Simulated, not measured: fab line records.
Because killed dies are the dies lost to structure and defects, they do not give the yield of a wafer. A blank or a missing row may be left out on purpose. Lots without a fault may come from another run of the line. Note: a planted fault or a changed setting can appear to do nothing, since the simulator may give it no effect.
Which tool is to blame? + flow nand harc + 13 lots, 39 wafers sampled, at 4 steps of a route of 1302

== WHAT THE GAUGES SHOWED, per wafer ==
NHARC_P_GATE_OVL_MEAS_27. Usual: overlay x nm 0.1 nm, standard deviation 0.97; overlay y nm -0.4 nm, standard deviation 0.86.
| lot  | measured     | on         | overlay x nm (nm) | overlay y nm (nm) | flag |
|------|--------------|------------|-------------------|-------------------|------|
| L666 | day 5 09:39  | overlay-02 | -1.1 -0.8 -1.0    | 0.4 0.5 0.4       |      |
| L665 | day 5 10:17  | overlay-01 | 0.4 0.1 0.3       | 0.7 1.0 0.8       |      |
| L667 | day 5 23:03  | overlay-02 | 0.1 0.3 -0.2      | -0.6 -0.8 -1.1    |      |
| L668 | day 6 17:28  | overlay-01 | 1.2 0.7 0.9       | 0.1 -0.7 0.0      |      |
| L669 | day 6 19:50  | overlay-02 | -0.8 -0.2 -0.1    | -0.1 0.3 0.8      |      |
| L670 | day 7 02:59  | overlay-01 | -0.8 -0.7 -1.0    | -2.1 -1.4 -1.6    |      |
| L680 | day 11 10:37 | overlay-02 | 1.3 0.7 0.5       | -1.0 -1.4 -1.7    |      |
| L681 | day 12 00:14 | overlay-01 | 1.0 0.5 0.7       | -1.9 -1.6 -1.3    |      |
| L682 | day 12 14:13 | overlay-02 | -0.8 -0.6 -0.2    | -1.0 -0.4 -0.5    |      |
| L685 | day 13 08:52 | overlay-02 | -0.5 -0.7 -0.6    | -0.7 -0.3 -1.3    |      |
| L686 | day 13 20:25 | overlay-02 | -0.5 -0.4 -1.2    | 0.1 0.1 0.3       |      |
| L687 | day 14 05:57 | overlay-01 | -1.6 -1.2 -1.0    | 0.5 0.6 0.3       |      |
| L688 | day 14 10:53 | overlay-01 | 0.9 0.2 0.6       | -1.7 -1.3 -1.5    |      |

NHARC_P_GATE_CD_MEAS_59 targets a cd of 720 nm. Usual: cd nm reads 719.3 nm (standard deviation 2.9).
| lot  | measured     | on        | cd nm (nm)        | flag |
|------|--------------|-----------|-------------------|------|
| L666 | day 5 23:16  | cd sem-02 | 716.8 718.4 719.4 |      |
| L665 | day 5 23:54  | cd sem-03 | 722.5 726.7 725.7 |      |
| L667 | day 6 12:40  | cd sem-02 | 721.6 722.6 724.3 |      |
| L668 | day 7 07:06  | cd sem-01 | 715.5 718.2 717.8 |      |
| L669 | day 7 09:23  | cd sem-03 | 716.4 715.9 719.3 |      |
| L670 | day 7 18:38  | cd sem-02 | - - -             | OFF  |
| L680 | day 12 00:29 | cd sem-02 | 713.8 716.8 713.6 |      |
| L681 | day 12 13:47 | cd sem-02 | 718.5 717.3 718.2 |      |
| L682 | day 13 03:33 | cd sem-01 | 720.4 722.4 721.5 |      |
| L685 | day 13 22:20 | cd sem-01 | 724.7 723.1 721.8 |      |
| L686 | day 14 10:01 | cd sem-01 | 720.7 719.7 720.3 |      |
| L687 | day 14 19:26 | cd sem-02 | 722.1 725.8 721.8 |      |
| L688 | day 15 00:34 | cd sem-02 | 718.9 719.6 717.4 |      |

== WHICH TOOL RAN EACH LOT (tool, then ch and the chambers of the sampled wafers, then the start) ==
| lot  | NHARC_P_GATE_DESCUM_31             | NHARC_P_GATE_EXPOSE_56            |
|------|------------------------------------|-----------------------------------|
| L666 | rie diel-01 ch 1,3, day 5 09:46    | krf scanner-01 ch 0, day 5 23:06  |
| L665 | rie diel-01 ch 0,1,2, day 5 10:25  | krf scanner-04 ch 0, day 5 23:45  |
| L667 | rie diel-10 ch 0,1,2, day 5 23:09  | krf scanner-02 ch 0, day 6 12:30  |
| L668 | rie diel-10 ch 0,2, day 6 17:33    | krf scanner-01 ch 0, day 7 06:56  |
| L669 | rie diel-10 ch 0,1,2, day 6 19:56  | krf scanner-01 ch 0, day 7 09:13  |
| L670 | rie diel-01 ch 0,1, day 7 03:05    | krf scanner-01 ch 0, day 7 18:29  |
| L680 | rie diel-01 ch 0,1,2, day 11 10:44 | krf scanner-01 ch 0, day 12 00:20 |
| L681 | rie diel-01 ch 1,2,3, day 12 00:22 | krf scanner-01 ch 0, day 12 13:38 |
| L682 | rie diel-01 ch 2,3, day 12 14:19   | krf scanner-01 ch 0, day 13 03:24 |
| L685 | rie diel-01 ch 0,1,2, day 13 08:58 | krf scanner-01 ch 0, day 13 22:11 |
| L686 | rie diel-13 ch 0,3, day 13 20:32   | krf scanner-02 ch 0, day 14 09:52 |
| L687 | rie diel-13 ch 0,1,2, day 14 06:05 | krf scanner-02 ch 0, day 14 19:17 |
| L688 | rie diel-01 ch 1,3, day 14 11:00   | krf scanner-04 ch 0, day 15 00:25 |
- NHARC_P_GATE_DESCUM_31: chemistry O2, time 3 s.
- NHARC_P_GATE_EXPOSE_56: exposes mask P PSD, target cd 720 nm.

== AS READ BY THE TOOLS THEMSELVES (means over the sampled wafers that have a number; for cases with no such wafer, the mark the record gives instead) ==
NHARC_P_GATE_DESCUM_31. Usual: chamber pressure mTorr 60.00 mTorr, standard deviation 0.056; drypump motor current A 5.9 A, standard deviation 0.46; oes product au 1.001 a.u., standard deviation 0.013; rf vpp V 57.7 V, standard deviation 0.89; showerhead plenum p Torr 1.89 Torr, standard deviation 0.091; throttle valve pct 11.313 %, standard deviation 0.0098.
| lot  | tool        | chamber pressure mTorr (mTorr) | drypump motor current A (A) | oes product au (a.u.) | rf vpp V (V) | showerhead plenum p Torr (Torr) | throttle valve pct (%) | flag |
|------|-------------|--------------------------------|-----------------------------|-----------------------|--------------|---------------------------------|------------------------|------|
| L666 | rie diel-01 | 60.03                          | 5.7                         | 1.011                 | 59.1         | 2.00                            | 11.311                 |      |
| L665 | rie diel-01 | 60.01                          | 6.2                         | 1.005                 | 58.0         | 1.96                            | 11.315                 |      |
| L667 | rie diel-10 | 60.00                          | 6.0                         | 1.006                 | 57.7         | 1.86                            | 11.310                 |      |
| L668 | rie diel-10 | 60.00                          | 5.8                         | 1.014                 | 58.0         | 1.80                            | 11.311                 |      |
| L669 | rie diel-10 | 59.99                          | 6.0                         | 0.992                 | 57.8         | 1.86                            | 11.312                 |      |
| L670 | rie diel-01 | 60.05                          | 6.2                         | 1.020                 | 58.6         | 1.98                            | 11.309                 |      |
| L680 | rie diel-01 | 59.99                          | 6.2                         | 1.011                 | 57.3         | 1.96                            | 11.319                 |      |
| L681 | rie diel-01 | 59.97                          | 6.0                         | 1.010                 | 57.5         | 1.96                            | 11.314                 |      |
| L682 | rie diel-01 | 60.00                          | 5.7                         | 0.998                 | 58.3         | 1.97                            | 11.314                 |      |
| L685 | rie diel-01 | 60.03                          | 6.2                         | 1.007                 | 57.6         | 1.96                            | 11.323                 |      |
| L686 | rie diel-13 | 59.99                          | 5.5                         | 0.990                 | 58.3         | 1.80                            | 11.310                 |      |
| L687 | rie diel-13 | 60.01                          | 5.7                         | 0.998                 | 56.9         | 1.80                            | 11.305                 |      |
| L688 | rie diel-01 | 59.98                          | 6.0                         | 0.996                 | 58.8         | 1.98                            | 11.313                 |      |

NHARC_P_GATE_EXPOSE_56. Usual: stage vel mm s 499.94 mm/s, standard deviation 0.26.
| lot  | tool           | stage vel mm s (mm/s) | flag |
|------|----------------|-----------------------|------|
| L666 | krf scanner-01 | 500.32                |      |
| L665 | krf scanner-04 | 499.64                |      |
| L667 | krf scanner-02 | 500.33                |      |
| L668 | krf scanner-01 | 499.98                |      |
| L669 | krf scanner-01 | 499.80                |      |
| L670 | krf scanner-01 | 499.56                |      |
| L680 | krf scanner-01 | 500.12                |      |
| L681 | krf scanner-01 | 499.94                |      |
| L682 | krf scanner-01 | 500.00                |      |
| L685 | krf scanner-01 | 499.99                |      |
| L686 | krf scanner-02 | 500.11                |      |
| L687 | krf scanner-02 | 499.89                |      |
| L688 | krf scanner-04 | 499.92                |      |

== THE ANSWER, worked out from the rows above alone ==
Rule: a lot counts as off when the mean over its wafers that have a number is more than 3 standard deviations away from the usual mean. A lot without any number at a reading at which 4 lots or more have one is off too. The other lots that the step has rows for count as sound. First the gauges in route order, then the tools' own readings, where a lot's mean is used as printed above. At the first step where some lot is off, the reading lying furthest off is the one used; lots without a number count as furthest.
Off: L670 (NHARC_P_GATE_CD_MEAS_59, cd nm). Without a number there: L670.
If a tool, at a process step before that reading, ran all the lots that are off and no sound lot after the first of them, it fits. The gauges at NHARC_P_GATE_CD_MEAS_59 are tried like those tools. None of those tried fits.

== WHAT WAS PUT IN BY THE SIMULATOR ==
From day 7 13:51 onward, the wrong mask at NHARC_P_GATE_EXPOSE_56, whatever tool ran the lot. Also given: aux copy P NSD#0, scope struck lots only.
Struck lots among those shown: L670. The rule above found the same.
